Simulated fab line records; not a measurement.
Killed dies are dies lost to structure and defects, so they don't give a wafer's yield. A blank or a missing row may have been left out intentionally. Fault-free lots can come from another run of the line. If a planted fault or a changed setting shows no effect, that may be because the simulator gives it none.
Which tool was responsible? + flow nand_harc + 12 lots, 36 wafers sampled, at 5 steps of a route of 1302

WHAT THE GAUGES READ, wafer by wafer
NHARC_A_BLC_CD_MEAS_19. Usual: cd_nm 99 nm, standard deviation 3.1.
| lot  | measured     | on        | cd_nm (nm) | flag |
|------|--------------|-----------|------------|------|
| L833 | day 24 20:02 | cd_sem-03 | 101 95 102 |      |
| L834 | day 25 13:08 | cd_sem-02 | 97 100 100 |      |
| L835 | day 25 15:23 | cd_sem-01 | 103 96 104 |      |
| L840 | day 27 19:26 | cd_sem-01 | 99 90 99   |      |
| L844 | day 28 16:39 | cd_sem-03 | 99 95 101  |      |
| L841 | day 28 18:21 | cd_sem-01 | 98 98 100  |      |
| L843 | day 29 15:02 | cd_sem-02 | 98 97 98   |      |
| L846 | day 29 18:38 | cd_sem-03 | 98 100 98  |      |
| L845 | day 29 20:45 | cd_sem-02 | 94 102 96  |      |
| L847 | day 30 15:26 | cd_sem-02 | 93 96 95   |      |
| L849 | day 31 14:21 | cd_sem-02 | 99 102 98  |      |
| L850 | day 32 11:05 | cd_sem-01 | 98 100 101 |      |

NHARC_END_SORT_01. Usual: for defect_limited_yield, 91.0 % with a standard deviation of 2.5; for killed_at_array, 56 with a standard deviation of 17; for killed_at_other, 0.9 with a standard deviation of 1.2; for killed_at_periphery, 3.9 with a standard deviation of 2.5; for killed_dies, 61 with a standard deviation of 17; for killed_open, 3.2 with a standard deviation of 1.8; for killed_short, 2.7 with a standard deviation of 1.7.
| lot  | measured     | on        | defect_limited_yield (%) | killed_at_array | killed_at_other | killed_at_periphery | killed_dies | killed_open | killed_short | flag |
|------|--------------|-----------|--------------------------|-----------------|-----------------|---------------------|-------------|-------------|--------------|------|
| L833 | day 26 18:23 | prober-01 | 93.6 92.3 95.0           | 41 50 30        | 0 0 2           | 2 2 2               | 43 52 34    | 3 1 1       | 2 4 1        |      |
| L834 | day 27 08:07 | prober-02 | 90.5 92.2 91.4           | 51 46 51        | 0 1 0           | 13 6 7              | 64 53 58    | 3 2 2       | 4 0 2        |      |
| L835 | day 27 08:07 | prober-01 | 90.8 90.3 90.5           | 59 63 60        | 0 0 0           | 3 3 4               | 62 66 64    | 4 5 6       | 2 2 4        |      |
| L840 | day 29 14:43 | prober-02 | 92.6 90.4 90.0           | 48 59 60        | 0 0 1           | 2 6 7               | 50 65 68    | 0 3 7       | 1 1 0        |      |
| L844 | day 30 16:13 | prober-01 | 95.7 95.1 93.2           | 24 29 40        | 0 0 0           | 5 4 6               | 29 33 46    | 3 3 4       | 2 3 3        |      |
| L841 | day 30 14:36 | prober-02 | 89.1 95.3 94.1           | 65 28 37        | 1 1 1           | 8 3 2               | 74 32 40    | 4 4 3       | 5 1 4        |      |
| L843 | day 31 12:11 | prober-01 | 89.2 88.2 88.3           | 68 74 69        | 1 3 3           | 4 3 7               | 73 80 79    | 3 2 5       | 4 3 3        |      |
| L846 | day 31 11:24 | prober-02 | 89.7 86.9 88.0           | 62 81 75        | 1 1 2           | 7 7 4               | 70 89 81    | 4 2 2       | 1 0 7        |      |
| L845 | day 31 23:22 | prober-02 | 92.5 92.5 91.7           | 51 44 53        | 0 0 0           | 0 7 3               | 51 51 56    | 4 3 4       | 1 3 3        |      |
| L847 | day 32 08:11 | prober-01 | 90.3 92.2 92.8           | 64 52 43        | 1 0 2           | 1 1 4               | 66 53 49    | 2 5 5       | 2 1 4        |      |
| L849 | day 33 10:43 | prober-01 | 95.9 94.8 96.2           | 22 25 23        | 2 5 0           | 4 5 3               | 28 35 26    | 0 4 4       | 2 1 2        |      |
| L850 | day 34 08:16 | prober-02 | 88.5 87.9 93.4           | 71 77 39        | 0 0 0           | 7 5 6               | 78 82 45    | 6 4 3       | 4 4 4        |      |

WHAT TOOL EACH LOT RAN ON (gives the tool, then ch and the chambers of the sampled wafers, and finally the start)
| lot  | NHARC_A_BLC_ETCH_16                | NHARC_A_M0_SOFTBAKE_04            | NHARC_A_M0_ETCH_34                 |
|------|------------------------------------|-----------------------------------|------------------------------------|
| L833 | rie_diel-04 ch 0,1, day 24 18:59   | litho_track-01 ch 0, day 24 22:00 | rie_diel-09 ch 0,1,2, day 24 23:11 |
| L834 | rie_diel-04 ch 0,2, day 25 12:16   | litho_track-04 ch 0, day 25 15:00 | rie_diel-01 ch 0,1,2, day 25 16:10 |
| L835 | rie_diel-04 ch 0,1,2, day 25 14:31 | litho_track-01 ch 0, day 25 17:00 | rie_diel-01 ch 0,1,2, day 25 18:28 |
| L840 | rie_diel-08 ch 0,3, day 27 18:32   | litho_track-04 ch 0, day 27 21:00 | rie_diel-09 ch 2,3, day 27 22:36   |
| L844 | rie_diel-04 ch 0,2,3, day 28 15:47 | litho_track-04 ch 0, day 28 19:00 | rie_diel-01 ch 0,2,3, day 28 19:50 |
| L841 | rie_diel-04 ch 0,1, day 28 17:28   | litho_track-01 ch 0, day 28 21:00 | rie_diel-09 ch 0,2,3, day 28 21:56 |
| L843 | rie_diel-08 ch 0,3, day 29 14:10   | litho_track-06 ch 0, day 29 17:00 | rie_diel-01 ch 0,1,2, day 29 18:12 |
| L846 | rie_diel-05 ch 0,2,3, day 29 17:46 | litho_track-01 ch 0, day 29 21:00 | rie_diel-01 ch 0,1,2, day 29 21:42 |
| L845 | rie_diel-08 ch 2,3, day 29 19:52   | litho_track-01 ch 0, day 29 23:00 | rie_diel-01 ch 2,3, day 29 23:56   |
| L847 | rie_diel-08 ch 0,1, day 30 14:33   | litho_track-01 ch 0, day 30 17:00 | rie_diel-01 ch 1,2,3, day 30 18:35 |
| L849 | rie_diel-04 ch 1,2,3, day 31 13:28 | litho_track-04 ch 0, day 31 16:00 | rie_diel-09 ch 2,3, day 31 17:35   |
| L850 | rie_diel-04 ch 0,2,3, day 32 10:10 | litho_track-01 ch 0, day 32 13:00 | rie_diel-01 ch 0,2,3, day 32 14:17 |
- NHARC_A_BLC_ETCH_16: etches the open film in CF4, target depth 39 nm, time 65 s.
- NHARC_A_M0_SOFTBAKE_04: time 55 s.
- NHARC_A_M0_ETCH_34: etches the open film in N2/H2, target depth 40 nm, overetch 12 nm, time 43.94 s.

AS READ BY THE TOOLS THEMSELVES (means over the sampled wafers that have a number; for cases with no such wafer, the mark the record gives instead)
NHARC_A_BLC_ETCH_16. Usual: chamber_pressure_mTorr 50.00 mTorr, standard deviation 0.044; drypump_motor_current_A 6.14 A, standard deviation 0.27; oes_product_au 1.002 a.u., standard deviation 0.015; rf_vpp_V 151.2 V, standard deviation 1.2; showerhead_plenum_p_Torr 1.76 Torr, standard deviation 0.081; throttle_valve_pct 13.284 %, standard deviation 0.0094.
| lot  | tool        | chamber_pressure_mTorr (mTorr) | drypump_motor_current_A (A) | oes_product_au (a.u.) | rf_vpp_V (V) | showerhead_plenum_p_Torr (Torr) | throttle_valve_pct (%) | flag |
|------|-------------|--------------------------------|-----------------------------|-----------------------|--------------|---------------------------------|------------------------|------|
| L833 | rie_diel-04 | 49.98                          | 6.14                        | 1.001                 | 150.3        | 1.72                            | 13.280                 |      |
| L834 | rie_diel-04 | 50.03                          | 6.01                        | 1.010                 | 150.3        | 1.69                            | 13.284                 |      |
| L835 | rie_diel-04 | 50.03                          | 6.15                        | 1.002                 | 150.9        | 1.75                            | 13.289                 |      |
| L840 | rie_diel-08 | 50.03                          | 5.82                        | 1.002                 | 152.5        | 1.82                            | 13.284                 |      |
| L844 | rie_diel-04 | 50.00                          | 6.18                        | 1.004                 | 149.7        | 1.71                            | 13.277                 |      |
| L841 | rie_diel-04 | 50.01                          | 6.14                        | 0.995                 | 150.5        | 1.72                            | 13.287                 |      |
| L843 | rie_diel-08 | 49.99                          | 5.89                        | 1.002                 | 152.2        | 1.85                            | 13.283                 |      |
| L846 | rie_diel-05 | 50.01                          | 6.25                        | 0.997                 | 151.5        | 1.75                            | 13.281                 |      |
| L845 | rie_diel-08 | 49.98                          | 6.03                        | 1.004                 | 151.2        | 1.81                            | 13.277                 |      |
| L847 | rie_diel-08 | 49.98                          | 5.75                        | 0.992                 | 151.4        | 1.78                            | 13.292                 |      |
| L849 | rie_diel-04 | 50.03                          | 6.32                        | 1.006                 | 151.3        | 1.78                            | 13.273                 |      |
| L850 | rie_diel-04 | 50.02                          | 6.18                        | 0.988                 | 151.1        | 1.71                            | 13.284                 |      |

NHARC_A_M0_SOFTBAKE_04. Usual: heater_power_total_W 188.46 W, standard deviation 0.14.
| lot  | tool           | heater_power_total_W (W) | flag |
|------|----------------|--------------------------|------|
| L833 | litho_track-01 | 210.21                   | OFF  |
| L834 | litho_track-04 | 188.50                   |      |
| L835 | litho_track-01 | 210.20                   | OFF  |
| L840 | litho_track-04 | 188.57                   |      |
| L844 | litho_track-04 | 188.38                   |      |
| L841 | litho_track-01 | 188.44                   |      |
| L843 | litho_track-06 | 188.51                   |      |
| L846 | litho_track-01 | 188.40                   |      |
| L845 | litho_track-01 | 188.52                   |      |
| L847 | litho_track-01 | 188.44                   |      |
| L849 | litho_track-04 | 188.40                   |      |
| L850 | litho_track-01 | 188.39                   |      |

NHARC_A_M0_ETCH_34. Usual: chamber_pressure_mTorr 29.998 mTorr, standard deviation 0.026; drypump_motor_current_A 5.7 A, standard deviation 0.43; oes_product_au 1.000 a.u., standard deviation 0.011; rf_vpp_V 430.4 V, standard deviation 2.9; showerhead_plenum_p_Torr 2.03 Torr, standard deviation 0.1; throttle_valve_pct 14.171 %, standard deviation 0.01.
| lot  | tool        | chamber_pressure_mTorr (mTorr) | drypump_motor_current_A (A) | oes_product_au (a.u.) | rf_vpp_V (V) | showerhead_plenum_p_Torr (Torr) | throttle_valve_pct (%) | flag |
|------|-------------|--------------------------------|-----------------------------|-----------------------|--------------|---------------------------------|------------------------|------|
| L833 | rie_diel-09 | 30.004                         | 5.6                         | 1.005                 | 430.1        | 2.00                            | 14.172                 |      |
| L834 | rie_diel-01 | 30.012                         | 5.7                         | 1.002                 | 429.8        | 2.01                            | 14.183                 |      |
| L835 | rie_diel-01 | 29.976                         | 5.7                         | 0.997                 | 429.9        | 2.01                            | 14.175                 |      |
| L840 | rie_diel-09 | 30.007                         | 5.3                         | 0.995                 | 430.2        | 2.01                            | 14.173                 |      |
| L844 | rie_diel-01 | 30.011                         | 5.8                         | 1.009                 | 432.0        | 2.08                            | 14.165                 |      |
| L841 | rie_diel-09 | 29.990                         | 5.6                         | 1.001                 | 429.1        | 1.98                            | 14.171                 |      |
| L843 | rie_diel-01 | 29.974                         | 5.7                         | 0.994                 | 429.7        | 2.01                            | 14.177                 |      |
| L846 | rie_diel-01 | 29.992                         | 5.7                         | 0.993                 | 430.0        | 2.01                            | 14.164                 |      |
| L845 | rie_diel-01 | 29.989                         | 5.8                         | 1.002                 | 434.3        | 2.17                            | 14.171                 |      |
| L847 | rie_diel-01 | 30.014                         | 5.6                         | 0.997                 | 432.3        | 2.09                            | 14.161                 |      |
| L849 | rie_diel-09 | 30.019                         | 5.0                         | 0.994                 | 430.5        | 2.03                            | 14.168                 |      |
| L850 | rie_diel-01 | 29.989                         | 5.9                         | 0.996                 | 431.4        | 2.08                            | 14.180                 |      |

THE ANSWER, worked out from the rows above alone
Rule: a lot is off if the mean of its wafers that have a number lies more than 3 standard deviations from the usual mean. A lot without any number at a reading at which 4 lots or more have one is off too. Any other lot the step has rows for is counted as sound. The gauges are gone through in route order, then the tools' own readings, and for those a lot's mean is taken as printed above. At the first step where some lot is off, the reading lying furthest off is the one used; lots without a number count as furthest.
Off at NHARC_A_M0_SOFTBAKE_04 (heater_power_total_W): L833, L835.
A tool fits if, at that step or a process step before it, it ran every lot that is off, and no sound lot after the first of them. Not one of the candidates tried fits.

WHAT THE SIMULATOR HAD PUT IN
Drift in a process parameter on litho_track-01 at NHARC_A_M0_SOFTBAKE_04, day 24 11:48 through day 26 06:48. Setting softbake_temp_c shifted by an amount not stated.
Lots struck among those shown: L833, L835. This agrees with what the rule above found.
